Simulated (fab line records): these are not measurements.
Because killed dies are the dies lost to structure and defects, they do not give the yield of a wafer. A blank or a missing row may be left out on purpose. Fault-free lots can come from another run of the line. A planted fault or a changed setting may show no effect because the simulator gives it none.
fab line records -- flow n5_finfet
record lots=7, wafers=39
route steps=1938 shown DUMMY_GATE@221 HKMG_FIN@403 BEOL_M0_SAQP@638 BEOL_M5@1172
start_h: hours from the record's opening day to when the first of the lot's shown wafers began -- wait_h: hours since the lot's step before -- " repeats the value in the row above -- L1.1+2: a single row standing in for several wafers -- - value missing, or start not given -- * or withheld: withheld -- < > ~ a bound
route shown NAME@n: names a module that has steps shown in the file, with the first one's number in the route -- usual: average and standard deviation across the fault-free wafers -- same: alike in all rows -- chamber/n: place in a boat -- sites: per-site readings -- _std_site: the values' standard deviation -- _edge_site: the outer-site mean with the inner-site mean subtracted -- radius_mm: how far each site lies from the wafer's centre -- mask NAME#n: copy n -- behind: the last tool/chamber to shape the wafer -- hold: why the lot was held/for how many hours/how that ended -- device: the transistor (n, p or np) that didn't switch -- end of line: tests of these same wafers at the route's end -- a step without rows: its recipe alone -- killed: dies that structure and defects cost at the first sort, which is not the same as the wafer's yield -- map: the dies of a wafer, with x for killed, . for not killed, _ for no die there
set.NAME: setting as actually run; set.NAME@STEP: the setting as run at that earlier step -- model.NAME: the simulator's own value behind a step, which no gauge read
lots where settings were altered on purpose, with a table for each step and a row for each wafer
## steps
# step N5_DUMMY_GATE_PECVD_30
# recipe material=SiO2, target_thk_a=550, temp_c=400, precursor=TEOS/O2, pressure_torr=6.5, rf_w=withheld, teos_flow_sccm=withheld, gas=O2, flow_sccm=2650, time_s=10.8
lot.wafer,tool,chamber,start_h,wait_h,set.time_s,model.SiO2_of_DUMMY_GATE_PECVD_30.thk_nm
L075.1,pecvd-02,1,52.90,0.0,8.355,42.4
L075.2+3,pecvd-02,"0,1",52.90,0.0,10.8,55
L075.4,pecvd-02,0,52.90,0.0,8.355,44
L075.5,pecvd-02,0,52.90,0.0,10.8,55.8
L075.6,pecvd-02,1,52.90,0.0,8.355,43.4
L079.1,pecvd-03,2,77.94,0.0,10.8,54.6
L079.2,pecvd-03,1,77.94,0.0,10.8,54.8
L079.3,pecvd-03,0,77.94,0.0,10.8,55
L079.4+5,pecvd-03,"1,2",77.94,0.0,10.8,56.2
L079.6,pecvd-03,0,77.94,0.0,10.8,55.6
L084.1,pecvd-03,2,105.80,0.0,10.8,54.6
L084.2,pecvd-03,0,105.80,0.0,10.8,54.8
L084.3,pecvd-03,1,105.80,0.0,12.52,63.4
L084.4,pecvd-03,0,105.80,0.0,10.8,56.8
L084.5,pecvd-03,2,105.80,0.0,12.52,63.8
L084.6,pecvd-03,1,105.80,0.0,12.52,64.6
L085.2,pecvd-03,0,116.89,0.0,10.8,54.4
L085.4,pecvd-03,2,116.89,0.0,10.8,55.4
L085.6,pecvd-03,0,116.89,0.0,10.8,54.6
L092.1,pecvd-03,2,153.63,0.0,10.8,55
L092.2,pecvd-03,0,153.63,0.0,10.8,54.2
L092.3,pecvd-03,1,153.63,0.0,10.8,55.4
L092.4,pecvd-03,1,153.63,0.0,10.8,55.8
L092.5,pecvd-03,2,153.63,0.0,10.8,55.6
L092.6,pecvd-03,0,153.63,0.0,10.8,55.2
L096.1,pecvd-01,0,177.34,0.0,10.8,55
L096.2,pecvd-01,2,177.34,0.0,10.8,55.2
L096.3,pecvd-01,1,177.34,0.0,10.8,55.8
L096.4,pecvd-01,2,177.34,0.0,10.8,56.2
L096.5,pecvd-01,1,177.34,0.0,10.8,56.6
L096.6,pecvd-01,0,177.34,0.0,10.8,56.4
L097.1,pecvd-01,0,184.94,0.0,10.8,54.4
L097.2,pecvd-01,1,184.94,0.0,15.95,78.4
L097.3,pecvd-01,2,184.94,0.0,10.8,55.2
L097.4,pecvd-01,1,184.94,0.0,15.95,80
L097.5,pecvd-01,0,184.94,0.0,15.95,79.6
L097.6,pecvd-01,2,184.94,0.0,10.8,56.2
# step N5_DUMMY_GATE_COAT_34
# recipe resist=SOC, temp_c=250, time_s=60, spin_rpm=1500, resist_thk_nm=60
# step N5_DUMMY_GATE_COAT_35
# recipe resist=SiARC, temp_c=220, time_s=60, spin_rpm=1500, resist_thk_nm=10
# step N5_DUMMY_GATE_STRIP_41
# recipe chemistry=O2, power_w=400, temp_c=40, pressure_mtorr=30, rf_frequency_hz=6e+07, bias_power_w=0, overash_fraction=0.3, o2_flow_sccm=225
# step N5_DUMMY_GATE_HM_OPEN_21
# recipe chemistry=CH3F/O2, target=SiNx, target_depth_a=1200, Ar_flow_sccm=150, CH3F_flow_sccm=30, O2_flow_sccm=23, time_s=171.4, pressure_mtorr=30, source_w=395, bias_w=73, ion_energy_ev=120.7
# step N5_DUMMY_GATE_ETCH_32
# recipe chemistry=CF4, target=SiO2, target_depth_a=35, time_s=3.9, ion_energy_ev=350, pressure_mtorr=10, icp_w=800, bias_w=400, cf4_flow_sccm=80
lot.wafer,tool,chamber,start_h,wait_h,set.time_s@DUMMY_GATE_PECVD_30,model.SiO2_of_DUMMY_GATE_PECVD_30.thk_nm
L075.1,rie_si-04,3,54.04,0.1,8.355,28.8
L075.2,rie_si-04,2,54.04,0.1,10.8,41.4
L075.3,rie_si-04,1,54.04,0.1,10.8,41.8
L075.4,rie_si-04,0,54.04,0.1,8.355,30.2
L075.5,rie_si-04,0,54.04,0.1,10.8,42.6
L075.6,rie_si-04,1,54.04,0.1,8.355,29.8
L079.1,rie_si-04,3,79.41,0.2,10.8,41
L079.2,rie_si-04,1,79.41,0.2,10.8,41.4
L079.3,rie_si-04,0,79.41,0.2,10.8,41.6
L079.4,rie_si-04,2,79.41,0.2,10.8,42.8
L079.5,rie_si-04,2,79.41,0.2,10.8,42.6
L079.6,rie_si-04,1,79.41,0.2,10.8,42
L084.1,rie_si-02,2,107.23,0.1,10.8,41
L084.2,rie_si-02,0,107.23,0.1,10.8,41.2
L084.3,rie_si-02,3,107.23,0.1,12.52,50
L084.4,rie_si-02,1,107.23,0.1,10.8,43.4
L084.5,rie_si-02,1,107.23,0.1,12.52,50.4
L084.6,rie_si-02,2,107.23,0.1,12.52,50.8
L085.2,rie_si-06,1,118.08,0.1,10.8,41
L085.4,rie_si-06,0,118.08,0.1,10.8,42
L085.6,rie_si-06,0,118.08,0.1,10.8,41.2
L092.1,rie_si-04,1,154.93,0.1,10.8,41.6
L092.2,rie_si-04,3,154.93,0.1,10.8,40.8
L092.3,rie_si-04,0,154.93,0.1,10.8,42
L092.4,rie_si-04,2,154.93,0.1,10.8,42.4
L092.5,rie_si-04,3,154.93,0.1,10.8,42.2
L092.6,rie_si-04,0,154.93,0.1,10.8,41.8
L096.1,rie_si-06,3,178.69,0.2,10.8,41.4
L096.2,rie_si-06,1,178.69,0.2,10.8,41.8
L096.3,rie_si-06,2,178.69,0.2,10.8,42.2
L096.4,rie_si-06,0,178.69,0.2,10.8,43
L096.5,rie_si-06,2,178.69,0.2,10.8,43.2
L096.6,rie_si-06,1,178.69,0.2,10.8,42.8
L097.1,rie_si-06,1,186.45,0.1,10.8,40.8
L097.2,rie_si-06,0,186.45,0.1,15.95,65
L097.3,rie_si-06,3,186.45,0.1,10.8,41.8
L097.4,rie_si-06,2,186.45,0.1,15.95,66.6
L097.5,rie_si-06,3,186.45,0.1,15.95,66.2
L097.6,rie_si-06,0,186.45,0.1,10.8,42.8
# step N5_HKMG_FIN_ETCH_55
# recipe chemistry=N2/H2, target=SOC, target_depth_a=2400, temp_c=40, time_s=300, ion_energy_ev=200, mask_material=SiARC, pressure_mtorr=30, source_w=840, bias_w=150, n2_flow_sccm=200, h2_flow_sccm=200
lot.wafer,tool,chamber,start_h,wait_h,set.time_s,model.HKMG_FIN.feature_depth_nm,model.etch.depth_nm,model.SiARC_of_HKMG_FIN_COAT_42.thk_nm
L075.1,rie_diel-03,2,80.06,0.0,300,239.4,239.3,21.2
L075.2,rie_diel-03,1,80.06,0.0,214.6,169.4,169.4,25.4
L075.3,rie_diel-03,3,80.06,0.0,300,243.2,243.2,20.8
L075.4,rie_diel-03,0,80.06,0.0,214.6,174.2,174.2,25
L075.5,rie_diel-03,0,80.06,0.0,300,242.8,242.7,21
L075.6,rie_diel-03,3,80.06,0.0,214.6,172.6,172.6,24.8
L079.1,rie_diel-03,2,104.52,0.0,170.1,138,137.9,27
L079.2,rie_diel-03,0,104.52,0.0,300,246.8,246.8,20.8
L079.3,rie_diel-03,3,104.52,0.0,300,246,245.9,20.6
L079.4,rie_diel-03,3,104.52,0.0,300,248.2,248.3,20.4
L079.5,rie_diel-03,2,104.52,0.0,170.1,137.2,137.2,27
L079.6,rie_diel-03,0,104.52,0.0,170.1,139.4,139.3,27
L084.1,rie_diel-02,2,131.95,0.0,300,240.4,240.4,21.2
L084.2,rie_diel-02,3,131.95,0.0,300,239,238.9,21.4
L084.3,rie_diel-02,1,131.95,0.0,300,239.8,239.9,21.6
L084.4,rie_diel-02,0,131.95,0.0,239.6,189.8,189.8,24.2
L084.5,rie_diel-02,1,131.95,0.0,239.6,191,191,24.2
L084.6,rie_diel-02,2,131.95,0.0,239.6,192,192.1,24.2
L085.2,rie_diel-02,1,142.78,0.0,300,241.8,241.7,21
L085.4,rie_diel-02,3,142.78,0.0,300,237.4,237.5,21.2
L085.6,rie_diel-02,2,142.78,0.0,300,239.6,239.6,21
L092.1,rie_diel-04,2,179.44,0.0,223.9,180,180.1,24.6
L092.2,rie_diel-04,3,179.44,0.0,223.9,184,183.9,24.4
L092.3,rie_diel-04,1,179.44,0.0,223.9,176,176.1,24.8
L092.4,rie_diel-04,3,179.44,0.0,300,244.6,244.6,20.8
L092.5,rie_diel-04,1,179.44,0.0,300,240.2,240.3,21
L092.6,rie_diel-04,2,179.44,0.0,300,243.2,243.3,21
L096.1,rie_diel-04,0,203.91,0.0,451.1,365,365,14
L096.2,rie_diel-04,2,203.91,0.0,300,241.6,241.5,21
L096.3,rie_diel-04,1,203.91,0.0,451.1,358.4,358.5,14
L096.4,rie_diel-04,3,203.91,0.0,300,242.6,242.7,21
L096.5,rie_diel-04,3,203.91,0.0,300,243,243.1,20.8
L096.6,rie_diel-04,0,203.91,0.0,451.1,362,361.9,14.2
L097.1,rie_diel-04,0,215.81,0.0,300,240.6,240.7,21.2
L097.2,rie_diel-04,1,215.81,0.0,300,235.2,235.2,21.2
L097.3,rie_diel-04,3,215.81,0.0,300,242.4,242.4,21
L097.4,rie_diel-04,2,215.81,0.0,479.5,382.2,382.2,12.8
L097.5,rie_diel-04,2,215.81,0.0,479.5,385.2,385.2,12.8
L097.6,rie_diel-04,1,215.81,0.0,479.5,378.2,378.2,13
# step N5_HKMG_FIN_ETCH_35
# recipe chemistry=N2/H2, target=SOC, target_depth_a=2158, ion_energy_ev=65, bias_w=5, source_w=3000, time_s=243.4, pressure_mtorr=30, n2_flow_sccm=200, h2_flow_sccm=200
lot.wafer,tool,chamber,start_h,wait_h,set.time_s,model.HKMG_FIN.feature_depth_nm,model.etch.depth_nm
L075.1,rie_diel-04,0,83.74,0.0,243.4,209.8,209.9
L075.2,rie_diel-04,1,83.74,0.0,243.4,214.4,214.4
L075.3,rie_diel-04,2,83.74,0.0,179.1,161.4,161.4
L075.4,rie_diel-04,3,83.74,0.0,179.1,159.2,159.2
L075.5,rie_diel-04,2,83.74,0.0,179.1,162,162
L075.6,rie_diel-04,3,83.74,0.0,243.4,216.8,216.9
L079.1,rie_diel-03,0,108.17,0.0,243.4,216.2,216.1
L079.2,rie_diel-03,3,108.17,0.0,373.2,335.6,335.6
L079.3,rie_diel-03,2,108.17,0.0,243.4,215.6,215.6
L079.4,rie_diel-03,2,108.17,0.0,373.2,328.8,328.9
L079.5,rie_diel-03,3,108.17,0.0,373.2,336.2,336.2
L079.6,rie_diel-03,0,108.17,0.0,243.4,218,217.9
L084.1,rie_diel-03,3,136.02,0.0,243.4,220.8,220.7
L084.2,rie_diel-03,2,136.02,0.0,318.2,281.8,281.9
L084.3,rie_diel-03,0,136.02,0.0,243.4,218,218.1
L084.4,rie_diel-03,1,136.02,0.0,318.2,286.4,286.3
L084.5,rie_diel-03,2,136.02,0.0,318.2,282,281.9
L084.6,rie_diel-03,1,136.02,0.0,243.4,218,217.9
L085.2,rie_diel-04,0,146.48,0.0,243.4,211.2,211.1
L085.4,rie_diel-04,3,146.48,0.0,243.4,218.2,218.2
L085.6,rie_diel-04,1,146.48,0.0,243.4,213.2,213.3
L092.1,rie_diel-03,3,183.01,0.0,243.4,216.6,216.5
L092.2,rie_diel-03,1,183.01,0.0,243.4,218,218
L092.3,rie_diel-03,0,183.01,0.0,151.7,134.8,134.8
L092.4,rie_diel-03,0,183.01,0.0,151.7,134.6,134.6
L092.5,rie_diel-03,3,183.01,0.0,243.4,218.2,218.2
L092.6,rie_diel-03,1,183.01,0.0,151.7,136,136.1
L096.1,rie_diel-02,1,207.58,0.0,243.4,213.6,213.6
L096.2,rie_diel-02,0,207.58,0.0,243.4,215.4,215.3
L096.3,rie_diel-02,2,207.58,0.0,243.4,215.2,215.2
L096.4,rie_diel-02,3,207.58,0.0,243.4,212.2,212.1
L096.5,rie_diel-02,1,207.58,0.0,243.4,214.6,214.5
L096.6,rie_diel-02,0,207.58,0.0,243.4,215.6,215.6
L097.1,rie_diel-03,0,219.53,0.0,243.4,218.8,218.7
L097.2,rie_diel-03,1,219.53,0.0,243.4,218.6,218.6
L097.3,rie_diel-03,2,219.53,0.0,243.4,223.2,223.3
L097.4,rie_diel-03,0,219.53,0.0,243.4,219.8,219.9
L097.5,rie_diel-03,1,219.53,0.0,243.4,217.6,217.7
L097.6,rie_diel-03,2,219.53,0.0,243.4,223.2,223.2
# step N5_HKMG_FIN_STRIP_92
# recipe chemistry=N2/H2, material=SOC, time_s=20, power_w=500, temp_c=40, pressure_mtorr=50, rf_frequency_hz=6e+07, bias_power_w=8, h2_frac=0.5, n2_flow_sccm=300, h2_flow_sccm=300
lot.wafer,tool,chamber,start_h,wait_h,set.time_s@HKMG_FIN_ETCH_35,model.SOC_of_HKMG_FIN_COAT_29.thk_nm
L075.1,rie_diel-04,0,83.89,0.1,243.4,80.8
L075.2,rie_diel-04,1,83.89,0.1,243.4,76.4
L075.3,rie_diel-04,2,83.89,0.1,179.1,129.2
L075.4,rie_diel-04,3,83.89,0.1,179.1,130.6
L075.5,rie_diel-04,2,83.89,0.1,179.1,127.8
L075.6,rie_diel-04,3,83.89,0.1,243.4,72.8
L079.1,rie_diel-03,0,108.32,0.1,243.4,72.4
L079.2+4+5,rie_diel-03,"3,2,3",108.32,0.1,373.2,0
L079.3,rie_diel-03,2,108.32,0.1,243.4,73
L079.6,rie_diel-03,0,108.32,0.1,243.4,71.2
L084.1,rie_diel-03,3,136.17,0.1,243.4,68.8
L084.2,rie_diel-03,2,136.17,0.1,318.2,8.4
L084.3,rie_diel-03,0,136.17,0.1,243.4,72.8
L084.4,rie_diel-03,1,136.17,0.1,318.2,4
L084.5,rie_diel-03,2,136.17,0.1,318.2,8.2
L084.6,rie_diel-03,1,136.17,0.1,243.4,72.4
L085.2,rie_diel-04,0,146.63,0.1,243.4,78.6
L085.4,rie_diel-04,3,146.63,0.1,243.4,71
L085.6,rie_diel-04,1,146.63,0.1,243.4,75.2
L092.1,rie_diel-03,3,183.16,0.1,243.4,73
L092.2,rie_diel-03,1,183.16,0.1,243.4,71.4
L092.3+6,rie_diel-03,"0,1",183.16,0.1,151.7,154
L092.4,rie_diel-03,0,183.16,0.1,151.7,154.2
L092.5,rie_diel-03,3,183.16,0.1,243.4,71.8
L096.1,rie_diel-02,1,207.73,0.1,243.4,76
L096.2,rie_diel-02,0,207.73,0.1,243.4,72.8
L096.3,rie_diel-02,2,207.73,0.1,243.4,74
L096.4,rie_diel-02,3,207.73,0.1,243.4,77.8
L096.5,rie_diel-02,1,207.73,0.1,243.4,73.8
L096.6,rie_diel-02,0,207.73,0.1,243.4,73.6
L097.1,rie_diel-03,0,219.67,0.1,243.4,71.2
L097.2,rie_diel-03,1,219.67,0.1,243.4,71.4
L097.3,rie_diel-03,2,219.67,0.1,243.4,66.8
L097.4,rie_diel-03,0,219.67,0.1,243.4,70
L097.5,rie_diel-03,1,219.67,0.1,243.4,71.8
L097.6,rie_diel-03,2,219.67,0.1,243.4,66
# step N5_BEOL_M0_SAQP_PECVD_04
# recipe material=a-Si, target_thk_a=600, temp_c=350, precursor=SiH4/He, pressure_torr=3, rf_w=100, time_s=60.2
lot.wafer,tool,chamber,start_h,wait_h,set.time_s,model.a-Si_of_BEOL_M0_SAQP_PECVD_04.thk_nm
L075.1,pecvd-02,2,112.35,0.0,60.2,59
L075.2,pecvd-02,0,112.35,0.0,60.2,59.4
L075.3,pecvd-02,1,112.35,0.0,60.2,59.8
L075.4,pecvd-02,0,112.35,0.0,60.2,60.2
L075.5,pecvd-02,2,112.35,0.0,60.2,60
L075.6,pecvd-02,1,112.35,0.0,60.2,61
L079.1,pecvd-02,1,140.71,0.0,31.45,31.8
L079.2,pecvd-02,2,140.71,0.0,60.2,59.8
L079.3,pecvd-02,0,140.71,0.0,60.2,61
L079.4,pecvd-02,2,140.71,0.0,31.45,31.6
L079.5,pecvd-02,0,140.71,0.0,60.2,60.8
L079.6,pecvd-02,1,140.71,0.0,31.45,32
L084.1,pecvd-01,0,164.29,0.0,60.2,60.6
L084.2,pecvd-01,1,164.29,0.0,71.74,71.4
L084.3,pecvd-01,1,164.29,0.0,71.74,73.4
L084.4,pecvd-01,0,164.29,0.0,60.2,61.6
L084.5,pecvd-01,0,164.29,0.0,60.2,62.2
L084.6,pecvd-01,1,164.29,0.0,71.74,72.2
L085.2,pecvd-03,1,177.15,0.0,60.2,59.4
L085.4,pecvd-03,0,177.15,0.0,60.2,60.2
L085.6,pecvd-03,2,177.15,0.0,60.2,60.8
L092.1,pecvd-03,0,215.71,0.0,60.2,59.8
L092.2,pecvd-03,1,215.71,0.0,31.91,32
L092.3,pecvd-03,1,215.71,0.0,31.91,32.8
L092.4+5,pecvd-03,"0,1",215.71,0.0,60.2,60
L092.6,pecvd-03,0,215.71,0.0,31.91,31.4
L096.1+4,pecvd-03,"2,0",241.61,0.0,60.2,60.6
L096.2,pecvd-03,0,241.61,0.0,60.2,60
L096.3,pecvd-03,1,241.61,0.0,60.2,60.2
L096.5,pecvd-03,1,241.61,0.0,60.2,61.2
L096.6,pecvd-03,2,241.61,0.0,60.2,60.8
L097.1+4,pecvd-02,1,250.97,0.0,60.2,60
L097.2,pecvd-02,0,250.97,0.0,60.2,59
L097.3,pecvd-02,2,250.97,0.0,40.4,39.8
L097.5,pecvd-02,2,250.97,0.0,40.4,40.2
L097.6,pecvd-02,0,250.97,0.0,40.4,40.4
# step N5_BEOL_M0_SAQP_THK_MEAS_05
# usual thk_nm=60.3/0.82
lot.wafer,tool,chamber,start_h,wait_h,set.time_s@BEOL_M0_SAQP_PECVD_04,thk_nm
L075.1,film_metro-01,-,112.45,0.1,60.2,59.0
L075.2,film_metro-01,-,112.45,0.1,60.2,59.4
L075.3,film_metro-01,-,112.45,0.1,60.2,59.7
L075.4,film_metro-01,-,112.45,0.1,60.2,60.2
L075.5,film_metro-01,-,112.45,0.1,60.2,60.0
L075.6,film_metro-01,-,112.45,0.1,60.2,61.1
L079.1,film_metro-02,-,140.81,0.1,31.45,31.8
L079.2,film_metro-02,-,140.81,0.1,60.2,59.7
L079.3,film_metro-02,-,140.81,0.1,60.2,60.9
L079.4,film_metro-02,-,140.81,0.1,31.45,31.6
L079.5,film_metro-02,-,140.81,0.1,60.2,60.9
L079.6,film_metro-02,-,140.81,0.1,31.45,32.0
L084.1,film_metro-02,-,164.42,0.1,60.2,60.5
L084.2,film_metro-02,-,164.42,0.1,71.74,71.5
L084.3,film_metro-02,-,164.42,0.1,71.74,73.4
L084.4,film_metro-02,-,164.42,0.1,60.2,61.7
L084.5,film_metro-02,-,164.42,0.1,60.2,62.2
L084.6,film_metro-02,-,164.42,0.1,71.74,72.1
L085.2,film_metro-01,-,177.24,0.1,60.2,59.4
L085.4,film_metro-01,-,177.24,0.1,60.2,60.2
L085.6,film_metro-01,-,177.24,0.1,60.2,60.8
L092.1,film_metro-02,-,215.83,0.1,60.2,59.8
L092.2,film_metro-02,-,215.83,0.1,31.91,32.0
L092.3,film_metro-02,-,215.83,0.1,31.91,32.7
L092.4,film_metro-02,-,215.83,0.1,60.2,59.9
L092.5,film_metro-02,-,215.83,0.1,60.2,60.2
L092.6,film_metro-02,-,215.83,0.1,31.91,31.4
L096.1,film_metro-02,-,241.71,0.1,60.2,60.6
L096.2,film_metro-02,-,241.71,0.1,60.2,59.9
L096.3,film_metro-02,-,241.71,0.1,60.2,60.2
L096.4,film_metro-02,-,241.71,0.1,60.2,60.7
L096.5,film_metro-02,-,241.71,0.1,60.2,61.1
L096.6,film_metro-02,-,241.71,0.1,60.2,60.8
L097.1,film_metro-01,-,251.06,0.1,60.2,60.1
L097.2,film_metro-01,-,251.06,0.1,60.2,59.0
L097.3,film_metro-01,-,251.06,0.1,40.4,39.7
L097.4,film_metro-01,-,251.06,0.1,60.2,59.9
L097.5,film_metro-01,-,251.06,0.1,40.4,40.1
L097.6,film_metro-01,-,251.06,0.1,40.4,40.4
# step N5_BEOL_M0_SAQP_HM_DEP_111
# recipe material=SiO2, target_thk_a=120, temp_c=400, precursor=SiH4/N2O, pressure_torr=0.75, rf_w=275, time_s=7.2
# step N5_BEOL_M0_SAQP_COAT_81
# recipe resist=SOC, temp_c=250, time_s=60, spin_rpm=1500, resist_thk_nm=100
# step N5_BEOL_M0_SAQP_HM_OPEN_112
# recipe chemistry=CHF3/O2, target=SiO2, stop_on=a-Si, target_depth_a=120, over_etch_frac=1.25, mask_material=SOC, time_s=13.5, pressure_mtorr=30, source_w=650, bias_w=170, Ar_flow_sccm=200, CHF3_flow_sccm=50, O2_flow_sccm=5, ion_energy_ev=200, ends=end_point
# step N5_BEOL_M0_SAQP_STRIP_113
# recipe chemistry=CHF3/O2, resist=SiARC, rf_frequency_hz=6e+07
# step N5_BEOL_M0_SAQP_MANDREL_ETCH_20
# recipe target_depth_a=600, chemistry=HBr/Cl2, target=a-Si, stop_on=SiNx, bt_time_s=10, mask_material=SOC, over_etch_frac=0.5, time_s=30, pressure_mtorr=10, icp_w=800, bias_w=75, HBr_flow_sccm=150, Cl2_flow_sccm=80, ends=end_point
# usual oes_product_au=0.769/0.0082
lot.wafer,tool,chamber,start_h,wait_h,set.time_s@BEOL_M0_SAQP_PECVD_04,oes_product_au,model.etch.depth_nm
L075.1,rie_si-04,0,113.49,0.0,60.2,0.760,58.98
L075.2,rie_si-04,3,113.49,0.0,60.2,0.769,59.41
L075.3,rie_si-04,1,113.49,0.0,60.2,0.762,59.69
L075.4,rie_si-04,2,113.49,0.0,60.2,0.780,60.26
L075.5,rie_si-04,0,113.49,0.0,60.2,0.758,60
L075.6,rie_si-04,1,113.49,0.0,60.2,0.766,60.99
L079.1,rie_si-06,2,141.65,0.0,31.45,0.570,31.78
L079.2,rie_si-06,3,141.65,0.0,60.2,0.755,59.72
L079.3,rie_si-06,1,141.65,0.0,60.2,0.775,60.94
L079.4,rie_si-06,0,141.65,0.0,31.45,0.553,31.57
L079.5,rie_si-06,1,141.65,0.0,60.2,0.772,60.88
L079.6,rie_si-06,0,141.65,0.0,31.45,0.568,32
L084.1,rie_si-02,0,165.26,0.0,60.2,0.782,60.53
L084.2,rie_si-02,1,165.26,0.0,71.74,0.843,71.47
L084.3,rie_si-02,3,165.26,0.0,71.74,0.866,73.28
L084.4,rie_si-02,2,165.26,0.0,60.2,0.774,61.68
L084.5,rie_si-02,2,165.26,0.0,60.2,0.773,62.2
L084.6,rie_si-02,1,165.26,0.0,71.74,0.845,72.12
L085.2,rie_si-04,2,178.22,0.0,60.2,0.771,59.36
L085.4,rie_si-04,3,178.22,0.0,60.2,0.771,60.16
L085.6,rie_si-04,2,178.22,0.0,60.2,0.792,60.77
L092.1,rie_si-06,3,216.80,0.0,60.2,0.755,59.78
L092.2,rie_si-06,1,216.80,0.0,31.91,0.562,32.04
L092.3,rie_si-06,0,216.80,0.0,31.91,0.564,32.69
L092.4,rie_si-06,2,216.80,0.0,60.2,0.765,59.94
L092.5,rie_si-06,0,216.80,0.0,60.2,0.767,60.06
L092.6,rie_si-06,1,216.80,0.0,31.91,0.554,31.43
L096.1,rie_si-02,0,242.43,0.0,60.2,0.771,60.59
L096.2,rie_si-02,2,242.43,0.0,60.2,0.765,59.93
L096.3,rie_si-02,1,242.43,0.0,60.2,0.764,60.2
L096.4,rie_si-02,3,242.43,0.0,60.2,0.773,60.67
L096.5,rie_si-02,3,242.43,0.0,60.2,0.770,61.06
L096.6,rie_si-02,0,242.43,0.0,60.2,0.775,60.79
L097.1,rie_si-06,1,251.96,0.0,60.2,0.768,60.02
L097.2,rie_si-06,2,251.96,0.0,60.2,0.765,59.01
L097.3,rie_si-06,3,251.96,0.0,40.4,0.612,39.73
L097.4,rie_si-06,0,251.96,0.0,60.2,0.763,59.99
L097.5,rie_si-06,3,251.96,0.0,40.4,0.607,40.12
L097.6,rie_si-06,0,251.96,0.0,40.4,0.625,40.4
# step N5_BEOL_M5_ALD_86
# recipe material=TaN, target_thk_a=*, temp_c=275, ald_precursor_family=PDMAT, ald_co_reactant=NH3, pressure_torr=3, carrier_flow_sccm=1500, pulse_time_s=2, purge_time_s=3, co_reactant_purge_time_s=2, co_reactant_pulse_time_s=3, ald_cycles=30, precursor_vessel_temp_c=75, precursor_vessel_pressure_torr=26.25, precursor_vessel_carrier_sccm=1000
lot.wafer,tool,chamber,start_h,wait_h,set.ald_cycles,model.TaN_of_BEOL_M5_ALD_86.thk_nm
L075.1+2+3+5+6,ald_metal-01,"3,2,0,1,0",176.29,0.0,30,*
L075.4,ald_metal-01,1,176.29,0.0,30,*
L079.1+2+3+4+6,ald_metal-02,"2,0,1,3,1",201.15,0.1,30,*
L079.5,ald_metal-02,2,201.15,0.1,30,*
L084.1+6,ald_metal-04,"2,3",235.75,0.1,30,*
L084.2+3+4,ald_metal-04,"1,3,0",235.75,0.1,16,*
L084.5,ald_metal-04,0,235.75,0.1,30,*
L085.2,ald_metal-01,1,242.73,0.1,30,*
L085.4+6,ald_metal-01,"2,3",242.73,0.1,30,*
L092.1+2+3+4+5+6,ald_metal-01,"0,1,2,3,2,3",284.81,0.2,30,*
L096.1+3,ald_metal-02,"2,0",302.75,0.1,30,*
L096.2+4+6,ald_metal-02,"1,3,3",302.75,0.1,20,*
L096.5,ald_metal-02,0,302.75,0.1,30,*
L097.1+2+3+6,ald_metal-04,"3,0,2,3",310.41,0.0,30,*
L097.4+5,ald_metal-04,"2,0",310.41,0.0,30,*
## key
split step=N5_DUMMY_GATE_PECVD_30, setting=time_s, stated=10.8, by=wafer
response step=N5_DUMMY_GATE_PECVD_30, reading=model.SiO2_of_DUMMY_GATE_PECVD_30.thk_nm, change=+0.512, per=1%, r=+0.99
response step=N5_DUMMY_GATE_ETCH_32, reading=model.SiO2_of_DUMMY_GATE_PECVD_30.thk_nm, change=+0.515, per=1%, r=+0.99
split step=N5_HKMG_FIN_ETCH_55, setting=time_s, stated=300, by=wafer
response step=N5_HKMG_FIN_ETCH_55, reading=model.HKMG_FIN.feature_depth_nm, change=+2.42, per=1%, r=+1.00
response step=N5_HKMG_FIN_ETCH_55, reading=model.etch.depth_nm, change=+2.42, per=1%, r=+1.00
response step=N5_HKMG_FIN_ETCH_55, reading=model.SiARC_of_HKMG_FIN_COAT_42.thk_nm, change=-0.14, per=1%, r=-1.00
split step=N5_HKMG_FIN_ETCH_35, setting=time_s, stated=243.4, by=wafer
response step=N5_HKMG_FIN_ETCH_35, reading=model.HKMG_FIN.feature_depth_nm, change=+2.15, per=1%, r=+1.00
response step=N5_HKMG_FIN_ETCH_35, reading=model.etch.depth_nm, change=+2.15, per=1%, r=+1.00
response step=N5_HKMG_FIN_STRIP_92, reading=model.SOC_of_HKMG_FIN_COAT_29.thk_nm, change=-1.75, per=1%, r=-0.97
split step=N5_BEOL_M0_SAQP_PECVD_04, setting=time_s, stated=60.2, by=wafer
response step=N5_BEOL_M0_SAQP_PECVD_04, reading=model.a-Si_of_BEOL_M0_SAQP_PECVD_04.thk_nm, change=+0.595, per=1%, r=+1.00
response step=N5_BEOL_M0_SAQP_THK_MEAS_05, reading=thk_nm, change=*, per=1%, r=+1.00
response step=N5_BEOL_M0_SAQP_MANDREL_ETCH_20, reading=oes_product_au, change=+0.00432, per=1%, r=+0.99
response step=N5_BEOL_M0_SAQP_MANDREL_ETCH_20, reading=model.etch.depth_nm, change=+0.595, per=1%, r=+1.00
split step=N5_BEOL_M5_ALD_86, setting=ald_cycles, stated=30, by=wafer
response step=N5_BEOL_M5_ALD_86, reading=model.TaN_of_BEOL_M5_ALD_86.thk_nm, change=*, per=1%, r=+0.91
